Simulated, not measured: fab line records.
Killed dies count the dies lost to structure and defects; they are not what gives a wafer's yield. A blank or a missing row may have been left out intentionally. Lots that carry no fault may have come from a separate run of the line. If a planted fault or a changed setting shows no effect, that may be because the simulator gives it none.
8D (eight disciplines) problem report, filled in by code :: flow n5_finfet :: the parts of the form that need people (team, actions taken, sign-off) are left out

## 1. WHAT WENT WRONG
At N5_BEOL_M5_INSPECT_58, raw_defect_count averages 766 over 6 wafers from 2 lots, while fault-free wafers read 69, standard deviation 23. That is +30 standard deviations from the usual mean.
The step: inspects for defects (darkfield).
First observed at day 14 07:32: wafer L125.2, on defect_inspect-01. Wafers with a number at this step in the record: 30, from 10 lots. The rule behind "out" and "out of limits": a value lying over 4 standard deviations away from the usual mean. Any other wafer with a number is counted as sound.

## 2. WHAT IT IS AND WHAT IT IS NOT
question: which readings at this step
is: raw_defect_count
is not: -

question: which lots
is: L125, L126
is not: L110, L112, L113, L115, L117, L120, L129, L131

question: which wafers of those lots
is: all that have a number
is not: -

question: read on which gauges
is: defect_inspect-01
is not: defect_inspect-02

question: when
is: from day 14 07:32
is not: up to then (18 sound wafers); but 6 sound wafers of L129, L131 came after

## 3. SUSPECTS, AND WHAT RULES EACH OUT
Counting: any tool at a process step up to the reading is kept as a suspect provided that every lot that is out went through it and no sound lot did after the first of them.
- the gauge at N5_BEOL_M5_INSPECT_58: ruled out. All the wafers that are out were read on defect_inspect-01, but those of them that N5_PASSIVATION_PROBE_49 has rows for are out there too, on other tools.
- cvd_co-01 at N5_BEOL_M5_PRE_CLEAN_77 (time 15 s): kept. It ran every lot that is out, first L125 (day 14 07:17), and no sound lot after that; its last sound lot up to then is L120 (day 13 12:59).
The count leaves cvd_co-01 at N5_BEOL_M5_PRE_CLEAN_77.

## 4. THE CAUSE (what the simulator had put in)
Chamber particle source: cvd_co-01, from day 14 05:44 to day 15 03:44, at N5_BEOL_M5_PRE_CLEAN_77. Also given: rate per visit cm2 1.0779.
After counting, this tool was the only one left.

## 5. THE EFFECT CHAIN, in route order
Rows list readings where the struck wafers' mean (over those with a number) sits beyond 3 standard deviations from the usual. Scope: only readings with a usual standard deviation given in the record; hours: median across lots of the time from each lot's start at the first step in this table that gives one to its start at this step; sigmas: change in usual standard deviations.
hours: 0
step: N5_BEOL_M5_INSPECT_58
reading: raw_defect_count
usual: 69
on struck wafers: 766
change: +697
sigmas: +30

hours: 2
step: N5_BEOL_M6_INSPECT_13
reading: raw_defect_count
usual: 421
on struck wafers: 1194
change: +773
sigmas: +7.7

hours: 100
step: N5_PASSIVATION_PROBE_49
reading: defect_limited_yield
usual: 91.3 %
on struck wafers: 85.6
change: -5.7
sigmas: -4.1

hours: 100
step: N5_PASSIVATION_PROBE_49
reading: killed_at_M4_up
usual: 14
on struck wafers: 78
change: +64
sigmas: +12

hours: 100
step: N5_PASSIVATION_PROBE_49
reading: killed_dies
usual: 103
on struck wafers: 170
change: +67
sigmas: +3.9

hours: 100
step: N5_PASSIVATION_PROBE_49
reading: killed_on_rim
usual: 13
on struck wafers: 31
change: +18
sigmas: +4.1

hours: 100
step: N5_PASSIVATION_PROBE_49
reading: sort_bin_5_function
usual: 5.1 %
on struck wafers: 8.2
change: +3.2
sigmas: +3.2

hours: 100
step: N5_PASSIVATION_PROBE_49
reading: sort_n_pass
usual: 1077
on struck wafers: 1010
change: -67
sigmas: -3.9

hours: 100
step: N5_PASSIVATION_PROBE_49
reading: sort_yield_pct
usual: 91.2 %
on struck wafers: 85.6
change: -5.6
sigmas: -4.0
Here are the process steps it includes:
- N5_PASSIVATION_PROBE_49

## 6. WHAT WOULD HAVE CAUGHT IT SOONER
In this record the first reading out of limits at a measuring or inspecting step was taken at day 14 07:32, 2 hours after the fault began at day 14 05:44.
No tool reading at N5_BEOL_M5_PRE_CLEAN_77 that has a usual standard deviation in the record was out on any struck wafer, so an alarm limit of 4 standard deviations on those readings would not have fired.
Lots out: 2; of these, L126 started N5_BEOL_M5_PRE_CLEAN_77 on cvd_co-01 after day 14 07:32. A hold on the tool at that time would have spared it.
